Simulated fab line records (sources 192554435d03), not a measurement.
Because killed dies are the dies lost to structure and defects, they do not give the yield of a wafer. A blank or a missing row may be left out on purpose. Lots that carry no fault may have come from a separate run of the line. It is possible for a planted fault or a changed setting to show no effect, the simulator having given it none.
Chamber matching :: flow n5_finfet :: 4 sister chambers for N5_BEOL_M0_ALD_136 on ald_metal-04
The step deposits TaN, pulse time 2 s, purge time 3 s, co reactant purge time 2 s. 22 wafers are shown with their chamber, then 11 later ones without.

WAFERS PAIRED WITH THEIR CHAMBERS
wafer: L074.2
chamber: 1
heater_power_w (W): 416

wafer: L074.3
chamber: 3
heater_power_w (W): 394

wafer: L074.6
chamber: 1
heater_power_w (W): 413

wafer: L075.2
chamber: 2
heater_power_w (W): 384

wafer: L075.5
chamber: 2
heater_power_w (W): 370

wafer: L075.6
chamber: 1
heater_power_w (W): 415

wafer: L076.1
chamber: 0
heater_power_w (W): 374

wafer: L076.4
chamber: 3
heater_power_w (W): 395

wafer: L076.6
chamber: 3
heater_power_w (W): 398

wafer: L078.1
chamber: 0
heater_power_w (W): 383

wafer: L078.3
chamber: 2
heater_power_w (W): 373

wafer: L078.5
chamber: 0
heater_power_w (W): 371

wafer: L085.1
chamber: 2
heater_power_w (W): 380

wafer: L085.4
chamber: 1
heater_power_w (W): 412

wafer: L085.5
chamber: 0
heater_power_w (W): 380

wafer: L087.3
chamber: 3
heater_power_w (W): 414

wafer: L087.4
chamber: 1
heater_power_w (W): 418

wafer: L087.6
chamber: 2
heater_power_w (W): 367

wafer: L090.3
chamber: 2
heater_power_w (W): 375

wafer: L090.4
chamber: 1
heater_power_w (W): 411

wafer: L090.6
chamber: 0
heater_power_w (W): 374

wafer: L093.2
chamber: 0
heater_power_w (W): 357

SIGNATURES (means of the wafers above)
reading: heater_power_w
chamber 0: 373.17
chamber 1: 414.17
chamber 2: 374.83
chamber 3: 400.25
scatter within a chamber: 7.09
Rule: a wafer lies at a distance from a chamber equal to the root of the sum of squares, over the readings, of (its reading less the chamber's mean, divided by the reading's scatter). The wafer belongs to the nearest chamber; if the next one is less than 2 further off, it can't be placed. How the scatter is found: for the shown wafers, subtract from each reading the mean of its chamber, square and add these, divide the total by (wafers less chambers), then take the root.

WAFERS WHOSE CHAMBER IS MISSING
wafer: L093.5
heater_power_w (W): 406

wafer: L093.6
heater_power_w (W): 364

wafer: L094.1
heater_power_w (W): 379

wafer: L094.4
heater_power_w (W): 368

wafer: L094.6
heater_power_w (W): 378

wafer: L095.1
heater_power_w (W): 398

wafer: L095.3
heater_power_w (W): 423

wafer: L095.4
heater_power_w (W): 377

wafer: L097.1
heater_power_w (W): 401

wafer: L097.2
heater_power_w (W): 364

wafer: L097.6
heater_power_w (W): 393

EACH ONE'S CHAMBER
wafer: L093.5
from the rows above: can't be placed: 3 or 1
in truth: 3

wafer: L093.6
from the rows above: can't be placed: 0 or 2
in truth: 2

wafer: L094.1
from the rows above: can't be placed: 2 or 0
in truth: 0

wafer: L094.4
from the rows above: can't be placed: 0 or 2
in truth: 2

wafer: L094.6
from the rows above: can't be placed: 2 or 0
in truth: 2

wafer: L095.1
from the rows above: can't be placed: 3 or 1
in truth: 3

wafer: L095.3
from the rows above: can't be placed: 1 or 3
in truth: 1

wafer: L095.4
from the rows above: can't be placed: 2 or 0
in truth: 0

wafer: L097.1
from the rows above: can't be placed: 3 or 1
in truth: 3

wafer: L097.2
from the rows above: can't be placed: 0 or 2
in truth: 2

wafer: L097.6
from the rows above: can't be placed: 3 or 2 or 0 or 1
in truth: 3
Placed correctly: 0 of 11. Unplaceable from these rows: 11, with the true chamber sitting among the candidates in 11. Number placed wrongly: 0.
